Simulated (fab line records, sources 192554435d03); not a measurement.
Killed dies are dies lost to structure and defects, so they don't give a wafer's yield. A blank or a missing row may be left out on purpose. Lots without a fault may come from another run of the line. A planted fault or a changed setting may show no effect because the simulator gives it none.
Chamber matching | flow n5_finfet | N5_BEOL_M10_DESCUM_33 on rie_diel-01: 4 sister chambers
The step chemistry O2, time 7.9 s. 4 wafers are shown with their chamber, then 9 later ones without.

WAFERS WITH THEIR CHAMBER
wafer  | chamber | drypump_motor_current_A (A)
L076.4 | 3       | 6.7
L080.2 | 2       | 5.6
L088.2 | 1       | 6.2
L088.5 | 0       | 5.9

WAFERS WITHOUT THEIR CHAMBER
wafer  | drypump_motor_current_A (A)
L087.1 | 5.5
L087.5 | 6.7
L087.6 | 5.9
L090.2 | 5.9
L090.3 | 6.7
L090.5 | 6.2
L091.3 | 5.9
L091.4 | 6.2
L091.5 | 5.6

WHICH CHAMBER EACH WENT THROUGH
wafer  | from the rows above | in truth
L087.1 | 2                   | 2
L087.5 | 3                   | 3
L087.6 | 0                   | 0
L090.2 | 0                   | 0
L090.3 | 3                   | 3
L090.5 | 1                   | 1
L091.3 | 0                   | 0
L091.4 | 1                   | 1
L091.5 | 2                   | 2
Placed correctly: 9 of 9. Can't be placed from these rows: 0. Placed wrongly: 0.
How it was worked out, from the rows above alone: a wafer's distance from a chamber is the root of the sum, over the readings, of the square of ((its reading less the chamber's mean) divided by the reading's scatter). The wafer belongs to the nearest chamber; if the next one is less than 2 further off, it can't be placed. A chamber's mean is the mean of its shown wafers. The scatter: with one shown wafer a chamber, the root of the mean of the squares of how far each hidden wafer lies from its nearest shown one.
